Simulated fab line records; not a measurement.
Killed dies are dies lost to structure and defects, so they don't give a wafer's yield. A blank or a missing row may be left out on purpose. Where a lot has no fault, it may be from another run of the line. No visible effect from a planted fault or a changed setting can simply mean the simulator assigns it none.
Which of the tools did it? || flow nand-harc || 11 lots with 33 wafers sampled at 5 steps, on a route of 1302 steps

WHAT THE GAUGES SHOWED, per wafer
NHARC_P_GATE_CD_MEAS_59: target cd 720 nm.
{"lot": "L693", "measured": "day 5 11:25", "on": "cd-sem-03", "cd-nm (nm)": "720.4 720.9 721.2"}
{"lot": "L694", "measured": "day 5 23:22", "on": "cd-sem-01", "cd-nm (nm)": "715.4 720.6 718.8"}
{"lot": "L696", "measured": "day 7 02:10", "on": "cd-sem-02", "cd-nm (nm)": "719.0 719.5 716.5"}
{"lot": "L698", "measured": "day 7 20:59", "on": "cd-sem-01", "cd-nm (nm)": "722.0 720.4 724.4"}
{"lot": "L699", "measured": "day 8 08:16", "on": "cd-sem-02", "cd-nm (nm)": "721.3 720.8 718.5"}
{"lot": "L700", "measured": "day 8 09:06", "on": "cd-sem-02", "cd-nm (nm)": "717.7 713.7 719.4"}
{"lot": "L701", "measured": "day 9 05:14", "on": "cd-sem-01", "cd-nm (nm)": "719.6 720.2 722.2"}
{"lot": "L707", "measured": "day 11 16:22", "on": "cd-sem-02", "cd-nm (nm)": "722.9 722.2 719.6"}
{"lot": "L708", "measured": "day 11 23:31", "on": "cd-sem-02", "cd-nm (nm)": "722.1 718.9 722.5"}
{"lot": "L711", "measured": "day 12 22:50", "on": "cd-sem-01", "cd-nm (nm)": "725.7 730.1 727.8"}
{"lot": "L716", "measured": "day 15 03:07", "on": "cd-sem-03", "cd-nm (nm)": "730.0 730.0 733.4"}

EACH LOT AND THE TOOL THAT RAN IT (in order: tool; ch and the chambers of the sampled wafers; start)
{"lot": "L693", "NHARC_P_GATE_HM_OPEN_105": "rie-diel-07 ch 1,2,3, day 5 09:55 or earlier", "NHARC_P_GATE_DESCUM_48": "rie-diel-02 ch 1,2, day 5 09:55", "NHARC_P_GATE_STRIP_111": "plasma-asher-02 ch 0,1, day 5 10:21", "NHARC_P_GATE_EXPOSE_56": "krf-scanner-03 ch 0, day 5 11:16"}
{"lot": "L694", "NHARC_P_GATE_HM_OPEN_105": "rie-diel-07 ch 0,3, day 5 21:46 or earlier", "NHARC_P_GATE_DESCUM_48": "rie-diel-03 ch 0,1,2, day 5 21:46", "NHARC_P_GATE_STRIP_111": "plasma-asher-02 ch 0,1, day 5 22:05", "NHARC_P_GATE_EXPOSE_56": "krf-scanner-04 ch 0, day 5 23:13"}
{"lot": "L696", "NHARC_P_GATE_HM_OPEN_105": "rie-diel-02 ch 1,2, day 7 00:34 or earlier", "NHARC_P_GATE_DESCUM_48": "rie-diel-07 ch 1,3, day 7 00:34", "NHARC_P_GATE_STRIP_111": "plasma-asher-02 ch 0,1, day 7 00:56", "NHARC_P_GATE_EXPOSE_56": "krf-scanner-03 ch 0, day 7 02:01"}
{"lot": "L698", "NHARC_P_GATE_HM_OPEN_105": "rie-diel-07 ch 0,2,3, day 7 19:23 or earlier", "NHARC_P_GATE_DESCUM_48": "rie-diel-02 ch 0,1,2, day 7 19:23", "NHARC_P_GATE_STRIP_111": "plasma-asher-01 ch 0,1, day 7 19:46", "NHARC_P_GATE_EXPOSE_56": "krf-scanner-03 ch 0, day 7 20:50"}
{"lot": "L699", "NHARC_P_GATE_HM_OPEN_105": "rie-diel-02 ch 0,1,3, day 8 06:42 or earlier", "NHARC_P_GATE_DESCUM_48": "rie-diel-02 ch 0,1,2, day 8 06:42", "NHARC_P_GATE_STRIP_111": "plasma-asher-02 ch 0,1, day 8 07:08", "NHARC_P_GATE_EXPOSE_56": "krf-scanner-02 ch 0, day 8 08:06"}
{"lot": "L700", "NHARC_P_GATE_HM_OPEN_105": "rie-diel-03 ch 1,2,3, day 8 07:17 or earlier", "NHARC_P_GATE_DESCUM_48": "rie-diel-03 ch 2,3, day 8 07:17", "NHARC_P_GATE_STRIP_111": "plasma-asher-01 ch 0,1, day 8 08:01", "NHARC_P_GATE_EXPOSE_56": "krf-scanner-04 ch 0, day 8 08:57"}
{"lot": "L701", "NHARC_P_GATE_HM_OPEN_105": "rie-diel-03 ch 0,1,2, day 9 03:38 or earlier", "NHARC_P_GATE_DESCUM_48": "rie-diel-07 ch 1,2,3, day 9 03:38", "NHARC_P_GATE_STRIP_111": "plasma-asher-01 ch 0,1, day 9 04:00", "NHARC_P_GATE_EXPOSE_56": "krf-scanner-02 ch 0, day 9 05:04"}
{"lot": "L707", "NHARC_P_GATE_HM_OPEN_105": "rie-diel-02 ch 0,1,2, day 11 14:47 or earlier", "NHARC_P_GATE_DESCUM_48": "rie-diel-02 ch 0,1, day 11 14:47", "NHARC_P_GATE_STRIP_111": "plasma-asher-01 ch 0,1, day 11 15:08", "NHARC_P_GATE_EXPOSE_56": "krf-scanner-03 ch 0, day 11 16:13"}
{"lot": "L708", "NHARC_P_GATE_HM_OPEN_105": "rie-diel-02 ch 0,3, day 11 21:56 or earlier", "NHARC_P_GATE_DESCUM_48": "rie-diel-07 ch 0,2,3, day 11 21:56", "NHARC_P_GATE_STRIP_111": "plasma-asher-01 ch 0,1, day 11 22:20", "NHARC_P_GATE_EXPOSE_56": "krf-scanner-04 ch 0, day 11 23:21"}
{"lot": "L711", "NHARC_P_GATE_HM_OPEN_105": "rie-diel-02 ch 0,1,3, day 12 21:19 or earlier", "NHARC_P_GATE_DESCUM_48": "rie-diel-07 ch 2,3, day 12 21:19", "NHARC_P_GATE_STRIP_111": "plasma-asher-01 ch 0,1, day 12 21:44", "NHARC_P_GATE_EXPOSE_56": "krf-scanner-03 ch 0, day 12 22:41"}
{"lot": "L716", "NHARC_P_GATE_HM_OPEN_105": "rie-diel-07 ch 0,2, day 15 01:29 or earlier", "NHARC_P_GATE_DESCUM_48": "rie-diel-07 ch 0,1, day 15 01:29", "NHARC_P_GATE_STRIP_111": "plasma-asher-01 ch 1, day 15 01:53", "NHARC_P_GATE_EXPOSE_56": "krf-scanner-03 ch 0, day 15 02:58"}
- NHARC_P_GATE_HM_OPEN_105: chemistry O2/COS, target depth 360 nm.
- NHARC_P_GATE_DESCUM_48: chemistry O2, time 3 s.
- NHARC_P_GATE_STRIP_111: strips in N2/H2, time 250 s.
- NHARC_P_GATE_EXPOSE_56: exposes mask P PSD, target cd 720 nm.

THE ANSWER, worked out from the rows above alone
Rule: usual is defined by the lots themselves. Put in order of their means at a reading, lots are off if they are a third of the lots or fewer, leave a main group of 4 or more, and stand apart from it by a gap of 3 or more times the standard deviation of the main group's means; of several such gaps the widest counts. The tables above print the reading to a certain number of digits; a main group whose means all agree to those digits is not used. A lot without any number at a reading at which 4 lots or more have one is off too. All remaining lots with rows at the step are treated as sound.
Off: L711, L716 (NHARC_P_GATE_CD_MEAS_59, cd-nm). The main group has a mean of 720.0 nm with a standard deviation of 1.7.
If a tool, at a process step before that reading, ran all the lots that are off and no sound lot after the first of them, it fits. The gauges at NHARC_P_GATE_CD_MEAS_59 are tried like those tools. NHARC_P_GATE_HM_OPEN_105: start missing for some lots; hours and lot order therefore follow NHARC_P_GATE_DESCUM_48. Can't be told from this: 3 tools fit, rie-diel-07 at NHARC_P_GATE_DESCUM_48, plasma-asher-01 at NHARC_P_GATE_STRIP_111, krf-scanner-03 at NHARC_P_GATE_EXPOSE_56.

WHAT WAS PUT IN BY THE SIMULATOR
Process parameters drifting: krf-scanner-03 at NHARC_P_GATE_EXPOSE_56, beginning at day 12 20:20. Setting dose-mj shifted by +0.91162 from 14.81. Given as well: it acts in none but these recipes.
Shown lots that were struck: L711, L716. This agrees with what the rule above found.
